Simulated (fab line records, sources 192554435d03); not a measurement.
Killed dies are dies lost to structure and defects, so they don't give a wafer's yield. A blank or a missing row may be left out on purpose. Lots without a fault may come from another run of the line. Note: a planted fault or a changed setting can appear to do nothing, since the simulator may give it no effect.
Matching of chambers    flow n5 finfet    rie diel-03 running N5_BEOL_M8_ETCH_65: 4 sister chambers
The step etches SiARC in CF4, target depth 15.6 nm, time 26 s. 4 wafers are shown with their chamber, then 7 later ones without.

## EACH WAFER AND ITS CHAMBER
wafer   chamber  showerhead plenum p Torr (Torr)
L076.5  3        2.19
L084.4  0        2.28
L087.2  2        2.05
L090.4  1        2.17

## WAFERS WHOSE CHAMBER IS MISSING
wafer   showerhead plenum p Torr (Torr)
L090.5  2.19
L091.1  2.04
L091.2  2.17
L091.6  2.17
L095.2  2.18
L095.5  2.27
L095.6  2.17

## EACH ONE'S CHAMBER
wafer   from the rows above      in truth
L090.5  3                        3
L091.1  2                        2
L091.2  1                        1
L091.6  1                        1
L095.2  can't be placed: 3 or 1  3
L095.5  0                        0
L095.6  1                        1
Correctly placed: 6 of 7. Not placeable from these rows: 1 (in 1, the candidates include the true chamber). Number placed wrongly: 0.
How it was worked out, from the rows above alone: a wafer's distance from a chamber is the root of the sum, over the readings, of the square of ((its reading less the chamber's mean) divided by the reading's scatter). If the next closest chamber is less than 2 further off than the closest, the wafer can't be placed; otherwise it belongs to the closest. Each chamber's mean is taken over the wafers shown for it. The scatter: root of mean squared gap, hidden wafer to nearest shown wafer, with one shown wafer a chamber.
